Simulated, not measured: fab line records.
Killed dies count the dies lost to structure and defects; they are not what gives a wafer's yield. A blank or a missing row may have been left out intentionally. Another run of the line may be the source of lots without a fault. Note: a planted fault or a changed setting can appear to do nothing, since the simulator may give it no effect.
Which of the tools did it? / flow nand-harc / 14 lots with 42 wafers sampled at 5 steps, on a route of 1302 steps

== WHAT THE GAUGES SHOWED, per wafer ==
NHARC_A_BONDPAD_THK_MEAS_30: measures by ellipsometry.
lot=L433; measured=day 24 06:05; on=film-metro-01; thk-nm (nm)=198.7 195.9 200.7
lot=L434; measured=day 23 19:20; on=film-metro-01; thk-nm (nm)=199.1 203.5 200.5
lot=L435; measured=day 23 18:36; on=film-metro-02; thk-nm (nm)=198.4 198.3 200.4
lot=L436; measured=day 24 00:41; on=film-metro-02; thk-nm (nm)=200.4 198.6 201.1
lot=L437; measured=day 24 15:05; on=film-metro-02; thk-nm (nm)=201.2 201.1 199.6
lot=L438; measured=day 24 22:04; on=film-metro-01; thk-nm (nm)=200.9 201.6 201.2
lot=L439; measured=day 24 22:32; on=film-metro-01; thk-nm (nm)=198.5 199.3 199.6
lot=L440; measured=day 25 15:07; on=film-metro-02; thk-nm (nm)=200.0 200.0 201.9
lot=L441; measured=day 26 00:41; on=film-metro-01; thk-nm (nm)=201.8 202.2 199.9
lot=L443; measured=day 27 04:16; on=film-metro-01; thk-nm (nm)=197.9 198.0
lot=L445; measured=day 27 04:37; on=film-metro-01; thk-nm (nm)=199.1
lot=L453; measured=day 31 11:48; on=film-metro-01; thk-nm (nm)=202.2 200.9 200.2
lot=L454; measured=day 31 13:31; on=film-metro-01; thk-nm (nm)=199.0 200.1 202.9
lot=L455; measured=day 31 23:54; on=film-metro-02; thk-nm (nm)=200.9 198.2 199.8

NHARC_A_BONDPAD_OVL_MEAS_35.
lot=L433; measured=day 24 06:37; on=overlay-01; overlay-x-nm (nm)=2 2 2; overlay-y-nm (nm)=4 4 5
lot=L434; measured=day 23 19:59; on=overlay-01; overlay-x-nm (nm)=-3 -3 -3; overlay-y-nm (nm)=-4 -4 -4
lot=L435; measured=day 23 19:08; on=overlay-02; overlay-x-nm (nm)=4 4 4; overlay-y-nm (nm)=7 7 7
lot=L436; measured=day 24 01:20; on=overlay-01; overlay-x-nm (nm)=6 6 6; overlay-y-nm (nm)=8 8 8
lot=L437; measured=day 24 15:44; on=overlay-01; overlay-x-nm (nm)=1 2 2; overlay-y-nm (nm)=11 11 11
lot=L438; measured=day 24 22:44; on=overlay-01; overlay-x-nm (nm)=1 0 0; overlay-y-nm (nm)=13 13 13
lot=L439; measured=day 24 23:11; on=overlay-02; overlay-x-nm (nm)=8 9 9; overlay-y-nm (nm)=-4 -4 -4
lot=L440; measured=day 25 15:46; on=overlay-02; overlay-x-nm (nm)=-1 -2 0; overlay-y-nm (nm)=-11 -12 -12
lot=L441; measured=day 26 01:20; on=overlay-01; overlay-x-nm (nm)=8 7 7; overlay-y-nm (nm)=-9 -9 -9
lot=L443; measured=day 27 04:47; on=overlay-01; overlay-x-nm (nm)=-6 -6; overlay-y-nm (nm)=-2 -2
lot=L445; measured=day 27 05:17; on=overlay-02; overlay-x-nm (nm)=4; overlay-y-nm (nm)=4
lot=L453; measured=day 31 12:20; on=overlay-01; overlay-x-nm (nm)=-3 -3 -3; overlay-y-nm (nm)=13 13 13
lot=L454; measured=day 31 14:10; on=overlay-01; overlay-x-nm (nm)=1 1 1; overlay-y-nm (nm)=5 5 5
lot=L455; measured=day 32 00:26; on=overlay-02; overlay-x-nm (nm)=-5 -4 -5; overlay-y-nm (nm)=1 1 1

NHARC_END_SORT_01.
lot=L434; measured=day 25 06:03; on=prober-01; defect-limited-yield (%)=88.8 90.0 90.7; killed-at-array=74 65 63; killed-at-other=0 1 0; killed-at-periphery=2 2 0; killed-dies=76 68 63; killed-open=4 1 1; killed-short=4 2 0
lot=L436; measured=day 25 13:08; on=prober-01; defect-limited-yield (%)=88.9 93.1 91.6; killed-at-array=64 41 51; killed-at-other=3 0 1; killed-at-periphery=8 6 5; killed-dies=75 47 57; killed-open=2 6 2; killed-short=3 4 3
lot=L437; measured=day 26 00:04; on=prober-01; defect-limited-yield (%)=95.1 95.3 95.3; killed-at-array=28 24 26; killed-at-other=3 3 3; killed-at-periphery=2 5 3; killed-dies=33 32 32; killed-open=1 3 3; killed-short=6 4 4
lot=L440; measured=day 26 21:34; on=prober-02; defect-limited-yield (%)=91.1 91.6 89.8; killed-at-array=59 57 67; killed-at-other=0 0 0; killed-at-periphery=1 0 2; killed-dies=60 57 69; killed-open=3 0 4; killed-short=1 2 1
lot=L443; measured=day 28 10:50; on=prober-01; defect-limited-yield (%)=0 89.4 89.2; killed-at-array=63 59 65; killed-at-other=2 3 1; killed-at-periphery=612 10 7; killed-dies=677 72 73; killed-open=2 5 6; killed-short=4 1 1
lot=L445; measured=day 28 11:41; on=prober-02; defect-limited-yield (%)=0 93.5 0; killed-at-array=35 36 41; killed-at-other=0 0 1; killed-at-periphery=642 8 635; killed-dies=677 44 677; killed-open=5 1 7; killed-short=2 4 4

== EACH LOT AND THE TOOL THAT RAN IT (in order: tool; ch and the chambers of the sampled wafers; start) ==
lot=L433; NHARC_P_BONDPAD_ECD_18=ecd-cu-01 ch 0,1, day 7 01:12; NHARC_A_BONDPAD_CMP_19=cmp-04 ch 0,1, day 24 08:46
lot=L434; NHARC_P_BONDPAD_ECD_18=ecd-cu-01 ch 0,1, day 7 03:05; NHARC_A_BONDPAD_CMP_19=cmp-04 ch 0,1,3, day 23 22:15
lot=L435; NHARC_P_BONDPAD_ECD_18=ecd-cu-02 ch 0,1, day 7 16:38; NHARC_A_BONDPAD_CMP_19=cmp-02 ch 1,2,3, day 23 21:17
lot=L436; NHARC_P_BONDPAD_ECD_18=ecd-cu-02 ch 0,1, day 7 21:59; NHARC_A_BONDPAD_CMP_19=cmp-04 ch 0,1,3, day 24 03:34
lot=L437; NHARC_P_BONDPAD_ECD_18=ecd-cu-01 ch 0,1, day 8 08:55; NHARC_A_BONDPAD_CMP_19=cmp-04 ch 0,1,3, day 24 17:54
lot=L438; NHARC_P_BONDPAD_ECD_18=ecd-cu-02 ch 0,1, day 8 22:14; NHARC_A_BONDPAD_CMP_19=cmp-01 ch 0,3, day 25 00:55
lot=L439; NHARC_P_BONDPAD_ECD_18=ecd-cu-02 ch 0,1, day 8 23:05; NHARC_A_BONDPAD_CMP_19=cmp-04 ch 1,2, day 25 01:26
lot=L440; NHARC_P_BONDPAD_ECD_18=ecd-cu-02 ch 0,1, day 9 11:20; NHARC_A_BONDPAD_CMP_19=cmp-04 ch 0,2, day 25 17:55
lot=L441; NHARC_P_BONDPAD_ECD_18=ecd-cu-01 ch 0,1, day 10 00:29; NHARC_A_BONDPAD_CMP_19=cmp-02 ch 0,1,3, day 26 03:32
lot=L443; NHARC_P_BONDPAD_ECD_18=ecd-cu-02 ch 0,1, day 10 19:14; NHARC_A_BONDPAD_CMP_19=cmp-01 ch 1,3, day 27 06:58
lot=L445; NHARC_P_BONDPAD_ECD_18=ecd-cu-02 ch 0,1, day 11 13:35; NHARC_A_BONDPAD_CMP_19=cmp-02 ch 3, day 27 07:32
lot=L453; NHARC_P_BONDPAD_ECD_18=ecd-cu-02 ch 0,1, day 15 04:32; NHARC_A_BONDPAD_CMP_19=cmp-02 ch 0,1,3, day 31 14:29
lot=L454; NHARC_P_BONDPAD_ECD_18=ecd-cu-02 ch 0,1, day 15 05:29; NHARC_A_BONDPAD_CMP_19=cmp-04 ch 0,1,3, day 31 16:19
lot=L455; NHARC_P_BONDPAD_ECD_18=ecd-cu-01 ch 0,1, day 16 01:50; NHARC_A_BONDPAD_CMP_19=cmp-04 ch 0,1, day 32 03:04
- NHARC_P_BONDPAD_ECD_18: material Cu, target thk 400 nm.
- NHARC_A_BONDPAD_CMP_19: polishes, t overpolish 30 s, cu recess touch 16 s, target thk 169.82 nm.

== AS READ BY THE TOOLS THEMSELVES (means over the sampled wafers that have a number; for cases with no such wafer, the mark the record gives instead) ==
NHARC_A_BONDPAD_CMP_19.
lot=L433; tool=cmp-04; motor-current-A (A)=12.1; overpolish-run-s (s)=30.004
lot=L434; tool=cmp-04; motor-current-A (A)=12.1; overpolish-run-s (s)=30.005
lot=L435; tool=cmp-02; motor-current-A (A)=12.6; overpolish-run-s (s)=30.002
lot=L436; tool=cmp-04; motor-current-A (A)=12.2; overpolish-run-s (s)=30.001
lot=L437; tool=cmp-04; motor-current-A (A)=12.1; overpolish-run-s (s)=29.988
lot=L438; tool=cmp-01; motor-current-A (A)=12.5; overpolish-run-s (s)=30.004
lot=L439; tool=cmp-04; motor-current-A (A)=12.1; overpolish-run-s (s)=29.996
lot=L440; tool=cmp-04; motor-current-A (A)=11.7; overpolish-run-s (s)=29.998
lot=L441; tool=cmp-02; motor-current-A (A)=12.5; overpolish-run-s (s)=30.007
lot=L443; tool=cmp-01; motor-current-A (A)=11.4; overpolish-run-s (s)=30.006
lot=L445; tool=cmp-02; motor-current-A (A)=13.0; overpolish-run-s (s)=29.995
lot=L453; tool=cmp-02; motor-current-A (A)=12.4; overpolish-run-s (s)=29.997
lot=L454; tool=cmp-04; motor-current-A (A)=12.3; overpolish-run-s (s)=30.002
lot=L455; tool=cmp-04; motor-current-A (A)=12.3; overpolish-run-s (s)=30.000

== THE ANSWER, worked out from the rows above alone ==
Rule: what is usual is taken from the lots themselves. Put in order of their means at a reading, lots are off if they are a third of the lots or fewer, leave a main group of 4 or more, and stand apart from it by a gap of 3 or more times the standard deviation of the main group's means; of several such gaps the widest counts. Not used: any main group whose means are identical at the precision the tables above print for the reading. Also off: a lot with no number at a reading for which 4 or more lots have one. Any other lot the step has rows for is counted as sound. The gauges are gone through in route order, then the tools' own readings, and for those a lot's mean is taken as printed above. The first step at which some lot is off is used, and at that step the reading that is off furthest; a lot without a number counts as furthest.
Off at NHARC_END_SORT_01 (killed-at-periphery): L443, L445. The main group: mean 3.0, standard deviation 2.1. Neither off nor sound, because the step has no rows for them: L433, L435, L438, L439, L441, L453, L454, L455.
If a tool, at a process step before that reading, ran all the lots that are off and no sound lot after the first of them, it fits. The gauges at NHARC_END_SORT_01 are tried like those tools. One fits: ecd-cu-02 at NHARC_P_BONDPAD_ECD_18. Its last sound lot is L440 (day 9 11:20), its first lot that is off L443 (day 10 19:14): a fault that began between those two fits.

== WHAT WAS PUT IN BY THE SIMULATOR ==
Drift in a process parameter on ecd-cu-02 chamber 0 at NHARC_P_BONDPAD_ECD_18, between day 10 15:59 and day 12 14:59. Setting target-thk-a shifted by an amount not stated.
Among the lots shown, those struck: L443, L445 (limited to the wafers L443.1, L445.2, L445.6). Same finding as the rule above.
